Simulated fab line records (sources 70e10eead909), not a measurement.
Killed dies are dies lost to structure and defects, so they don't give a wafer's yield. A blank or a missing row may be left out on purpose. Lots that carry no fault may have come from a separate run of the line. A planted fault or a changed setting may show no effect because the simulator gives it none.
Chamber matching :: flow nandHarc :: pecvd-03 running NHARC_A_M1_DEP_33: 3 sister chambers
The step deposits SiCN, target thk 30 nm. 14 wafers are shown with their chamber, then 7 later ones without.

== EACH WAFER AND ITS CHAMBER ==
wafer: L079.1
chamber: 0
heaterPowerW (W): 443

wafer: L079.5
chamber: 1
heaterPowerW (W): 676

wafer: L079.6
chamber: 2
heaterPowerW (W): 448

wafer: L081.2
chamber: 0
heaterPowerW (W): 501

wafer: L081.3
chamber: 2
heaterPowerW (W): 474

wafer: L081.4
chamber: 2
heaterPowerW (W): 489

wafer: L082.1
chamber: 2
heaterPowerW (W): 503

wafer: L082.2
chamber: 1
heaterPowerW (W): 684

wafer: L082.4
chamber: 2
heaterPowerW (W): 495

wafer: L083.1
chamber: 0
heaterPowerW (W): 533

wafer: L083.2
chamber: 1
heaterPowerW (W): 584

wafer: L083.3
chamber: 2
heaterPowerW (W): 495

wafer: L092.1
chamber: 2
heaterPowerW (W): 424

wafer: L092.2
chamber: 0
heaterPowerW (W): 476

SIGNATURES (averages over the wafers above)
reading: heaterPowerW
chamber 0: 488.25
chamber 1: 648.00
chamber 2: 475.43
scatter within a chamber: 37.7
Rule: a wafer lies at a distance from a chamber equal to the root of the sum of squares, over the readings, of (its reading less the chamber's mean, divided by the reading's scatter). If the next closest chamber is less than 2 further off than the closest, the wafer can't be placed; otherwise it belongs to the closest. The scatter is the square root of a quotient: the sum, over the shown wafers, of each reading's squared deviation from its chamber's mean, divided by wafers minus chambers.

== WAFERS WITHOUT THEIR CHAMBER ==
wafer: L092.4
heaterPowerW (W): 430

wafer: L097.1
heaterPowerW (W): 479

wafer: L097.2
heaterPowerW (W): 436

wafer: L097.5
heaterPowerW (W): 661

wafer: L097.3
heaterPowerW (W): 636

wafer: L097.4
heaterPowerW (W): 432

wafer: L097.6
heaterPowerW (W): 499

== EACH ONE'S CHAMBER ==
wafer: L092.4
from the rows above: can't be placed: 2 or 0
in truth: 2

wafer: L097.1
from the rows above: can't be placed: 2 or 0
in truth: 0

wafer: L097.2
from the rows above: can't be placed: 2 or 0
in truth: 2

wafer: L097.5
from the rows above: 1
in truth: 1

wafer: L097.3
from the rows above: 1
in truth: 1

wafer: L097.4
from the rows above: can't be placed: 2 or 0
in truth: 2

wafer: L097.6
from the rows above: can't be placed: 0 or 2
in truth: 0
2 of 7 placed correctly. Cannot be placed on the basis of these rows: 5; the candidates contain the true chamber in 5. Wrongly placed: 0.
